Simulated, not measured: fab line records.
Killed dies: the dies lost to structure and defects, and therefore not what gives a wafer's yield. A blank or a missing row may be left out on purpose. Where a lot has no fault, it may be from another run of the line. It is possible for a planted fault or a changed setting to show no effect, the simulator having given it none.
Chamber matching -- flow n5-finfet -- ald-sin-02 running N5_GATE_CUT_ALD_22: 4 sister chambers
The step deposits SiNx, target thk 16 nm, pulse time 1 s, ald cycles 320. 20 wafers are shown with their chamber, then 10 later ones without.

## WAFERS PAIRED WITH THEIR CHAMBERS
wafer,chamber,heater-power-w (W),precursor-pulse-height-rel
L075.1,2,916,0.983
L075.2,3,961,1.016
L075.6,2,902,0.973
L080.2,1,827,0.994
L080.5,3,956,0.983
L080.6,0,939,0.981
L082.1,2,921,0.999
L082.3,3,940,0.997
L082.4,0,955,1.042
L083.3,2,924,0.999
L083.5,1,814,0.987
L083.6,2,901,0.997
L084.2,2,931,1.040
L084.3,3,930,0.991
L084.5,1,824,1.007
L085.2,3,955,1.000
L085.3,1,839,0.982
L085.4,0,980,1.030
L091.1,0,971,0.971
L091.2,1,827,1.021

SIGNATURES (averages over the wafers above)
reading,chamber 0,chamber 1,chamber 2,chamber 3,scatter within a chamber
heater-power-w,961.25,826.20,915.83,948.40,13
precursor-pulse-height-rel,1.00600,0.99820,0.99850,0.99740,0.0223
Rule: for a wafer and a chamber, the distance is found by dividing, reading by reading, the gap between the wafer's reading and the chamber's mean by the reading's scatter, squaring, summing and taking the root. If the next closest chamber is less than 2 further off than the closest, the wafer can't be placed; otherwise it belongs to the closest. The scatter: take each reading less its chamber's mean, square it, sum over the shown wafers, divide by the number of wafers less the number of chambers, and take the root.

## WAFERS WITH NO CHAMBER GIVEN
wafer,heater-power-w (W),precursor-pulse-height-rel
L091.3,947,1.011
L092.1,978,0.992
L092.4,902,1.015
L092.6,965,0.997
L095.3,958,1.038
L095.5,962,1.021
L095.6,945,0.977
L097.2,974,1.034
L097.3,950,1.003
L097.5,989,1.015

## EACH ONE'S CHAMBER
wafer,from the rows above,in truth
L091.3,can't be placed: 3 or 0 or 2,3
L092.1,can't be placed: 0 or 3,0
L092.4,2,2
L092.6,can't be placed: 0 or 3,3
L095.3,can't be placed: 0 or 3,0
L095.5,can't be placed: 0 or 3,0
L095.6,can't be placed: 3 or 0 or 2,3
L097.2,can't be placed: 0 or 3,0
L097.3,can't be placed: 3 or 0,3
L097.5,can't be placed: 0 or 3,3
Correct placement for 1 of the 10. Can't be placed from these rows: 9 (the true chamber is among the candidates in 9). 0 placed wrongly.
